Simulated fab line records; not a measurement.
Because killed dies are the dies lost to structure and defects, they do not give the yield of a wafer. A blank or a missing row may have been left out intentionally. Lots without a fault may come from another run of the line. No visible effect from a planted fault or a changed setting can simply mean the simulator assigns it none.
Matching of chambers | flow n5 finfet | cvd co-02 running N5_BEOL_M1_CO_CAP_55: 3 sister chambers
The step material Co, precursor CCTBA/H2, target thk 2 nm, time 102.1 s. 6 wafers are shown with their chamber, then 12 later ones without.

== EACH WAFER AND ITS CHAMBER ==
wafer  | chamber | heater power w (W)
L086.6 | 0       | 239
L088.6 | 1       | 252
L087.3 | 1       | 255
L089.3 | 2       | 248
L089.4 | 0       | 238
L089.6 | 2       | 251

== WAFERS WITHOUT THEIR CHAMBER ==
wafer  | heater power w (W)
L092.1 | 247
L092.4 | 260
L092.5 | 238
L094.2 | 256
L094.5 | 254
L094.6 | 259
L095.1 | 260
L095.3 | 248
L095.4 | 251
L097.1 | 256
L097.2 | 249
L097.5 | 246

== THE CHAMBER EACH PASSED THROUGH ==
wafer  | from the rows above     | in truth
L092.1 | 2                       | 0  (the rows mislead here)
L092.4 | 1                       | 1
L092.5 | 0                       | 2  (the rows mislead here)
L094.2 | 1                       | 1
L094.5 | 1                       | 1
L094.6 | 1                       | 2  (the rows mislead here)
L095.1 | 1                       | 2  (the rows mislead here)
L095.3 | 2                       | 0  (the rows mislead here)
L095.4 | can't be placed: 2 or 1 | 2
L097.1 | 1                       | 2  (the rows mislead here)
L097.2 | 2                       | 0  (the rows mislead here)
L097.5 | 2                       | 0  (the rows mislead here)
3 of 12 placed correctly. Unplaceable from these rows: 1, with the true chamber sitting among the candidates in 1. Number placed wrongly: 8.
How it was worked out, from the rows above alone: a wafer's distance from a chamber is the root of the sum, over the readings, of the square of ((its reading less the chamber's mean) divided by the reading's scatter). If the next closest chamber is less than 2 further off than the closest, the wafer can't be placed; otherwise it belongs to the closest. A chamber's mean is the mean of its shown wafers. How the scatter is found: for the shown wafers, subtract from each reading the mean of its chamber, square and add these, divide the total by (wafers less chambers), then take the root.
